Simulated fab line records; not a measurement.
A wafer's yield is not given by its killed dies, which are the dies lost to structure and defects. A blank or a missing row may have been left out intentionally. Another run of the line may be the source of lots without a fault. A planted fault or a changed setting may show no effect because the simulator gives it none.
Comparing a struck lot with a sound one | flow n5_finfet | 15 out of 1938 route steps
Sound: these wafers, L223.1, L223.4, L223.5. Struck: wafer L232.1. (L232.2, L232.4 of the same lot were not struck and are left out.) The cause comes at the end.
Order at every step that has rows: each side's tool, ch and its chambers, its first start. Under that, the readings that differ: sound wafers | struck wafers | difference of the means | sigmas: that difference in standard deviations of wafers without a fault.
alike: a reading whose means differ by less than 2 such deviations, as well as words and numbers matching on both sides. not compared: withheld readings; readings where some wafer has no value; bounds like >300 that might hide an equal value; numbers whose values overlap and for which the record gives no deviation.
Wherever a step has rows on one side only, a row that says differs or no value, or a row with sigmas, the two part there. Numbers that don't overlap but have no deviation are shown without sigmas and don't part them. Lack of a reading on every wafer of one side parts them only where that side has two or more wafers.

first, 2 steps without rows for these wafers: N5_BEOL_M0_SAQP_SRD_93 (time 30 s); N5_BEOL_M0_SAQP_RECESS_114 (chemistry HF/NH3, target SiO2, target depth 14.4 nm, afs cycles 3, sublimation time 60 s).
N5_BEOL_M0_SAQP_SPACER1_ALD_98: deposits SiO2, target thk 12.8 nm, pulse time 1 s, purge time 2 s.
  sound on ald_sin-01 ch 1,2,3, day 7 02:13; struck on ald_sin-04 ch 0, day 9 11:59
  alike: heater_power_w, precursor_pulse_height_rel
N5_BEOL_M0_SAQP_SPACER1_ETCHBACK_99: etches SiO2 in CHF3/O2, target depth 15.4 nm, time 7.7 s.
  sound on rie_diel-06 ch 0,2,3, day 7 02:41; struck on rie_diel-04 ch 3, day 9 12:27
  reading      | sound       | struck | difference | sigmas
  rf_vpp_V (V) | 536 533 530 | 518    | -15        | -2
  alike: O2_flow_sccm, bias_w, drypump_motor_current_A, oes_product_au, showerhead_plenum_p_Torr, throttle_valve_pct
  not compared: rf_hours_counter_h
then, 1 step without rows for these wafers: N5_BEOL_M0_SAQP_MANDREL1_REMOVE_100 (chemistry HBr/Cl2/O2, target a-Si, stops on SiNx, bt time 10 s).
N5_BEOL_M0_SAQP_CD_MEAS_25 targets a cd of 13.1 nm.
  sound on cd_sem-02 ch 0, day 7 02:53; struck on cd_sem-03 ch 0, day 9 12:39
  reading    | sound             | struck | difference | sigmas
  cd_nm (nm) | 13.01 12.72 13.02 | 12.39  | -0.53      | -3
then, 1 step without rows for these wafers: N5_BEOL_M0_SAQP_ETCH_101 (etches SiNx in CH3F/O2, target depth 29.9 nm, time 42.7 s).
N5_BEOL_M0_SAQP_ETCH_102: etches SiO2 in CF4, target depth 4 nm, time 4.4 s.
  sound on rie_si-01 ch 0,3, day 7 03:02; struck on rie_si-04 ch 3, day 9 12:48
  alike: bias_w, drypump_motor_current_A, oes_product_au, throttle_valve_pct
  not compared: rf_hours_counter_h
N5_BEOL_M0_SAQP_MANDREL_ETCH_103: etches a-Si in HBr/Cl2, stops on SiCN, target depth 45 nm, bt time 10 s, time 27 s.
  sound on rie_si-01 ch 0,3, day 7 03:04; struck on rie_si-04 ch 3, day 9 12:50
  alike: bias_w, drypump_motor_current_A, oes_product_au, throttle_valve_pct
  not compared: rf_hours_counter_h
then, 2 steps without rows for these wafers: N5_BEOL_M0_SAQP_RECESS_104 (chemistry HF/NH3, target SiO2, target depth 18 nm, afs cycles 3, sublimation time 60 s); N5_BEOL_M0_SAQP_COAT_105 (time 60 s, resist thk 100 nm).
N5_BEOL_M0_SAQP_ETCH_106: etches SOC in N2/H2, stops on SiNx, target depth 150 nm.
  sound on rie_diel-06 ch 1,2, day 7 03:41; struck on rie_diel-04 ch 0, day 9 13:22
  alike: bias_w, drypump_motor_current_A, oes_product_au, rf_vpp_V, showerhead_plenum_p_Torr, throttle_valve_pct
  not compared: rf_hours_counter_h
N5_BEOL_M0_SAQP_ETCH_107: etches SiNx in CH3F/O2, target depth 30 nm.
  sound on rie_diel-06 ch 1,2, day 7 03:45; struck on rie_diel-04 ch 0, day 9 13:25
  reading                                  | sound             | struck | difference | sigmas
  bias_w (W)                               | 72.98 73.39 72.80 | 88.35  | +15.29     | +66
  rf_vpp_V (V)                             | 304 295 304       | 347    | +46        | +13
  model.BEOL_M0_SAQP.feature_depth_nm (nm) | 29.8 29.6 30      | 32.2   | +2.4       |
  alike: O2_flow_sccm, drypump_motor_current_A, oes_product_au, showerhead_plenum_p_Torr, throttle_valve_pct
  not compared: rf_hours_counter_h
then, 1 step without rows for these wafers: N5_BEOL_M0_SAQP_STRIP_108 (strips in N2/H2).
-- the record jumps here: 2 days lie between the struck wafers' starts before and after (it left off in module BEOL_M0_SAQP and takes up again in module BEOL_M4, whose first step shown is number 1111 of the route) --
N5_BEOL_M4_RC_MEAS_101:
  sound on prober-02 ch 0, day 9 03:50; struck on prober-01 ch 0, day 11 15:34
  alike: DIBL_N, DIBL_P, IOFF_N, IOFF_P, ION_N, ION_P, SS_N, SS_P, VT_N, VT_P

WHERE THEY PART
First at N5_BEOL_M0_SAQP_SPACER1_ETCHBACK_99; last, within this record, at N5_BEOL_M0_SAQP_ETCH_107. Later steps at which nothing parts them and some readings are alike: N5_BEOL_M4_RC_MEAS_101.

WHY: what had been put in by the simulator
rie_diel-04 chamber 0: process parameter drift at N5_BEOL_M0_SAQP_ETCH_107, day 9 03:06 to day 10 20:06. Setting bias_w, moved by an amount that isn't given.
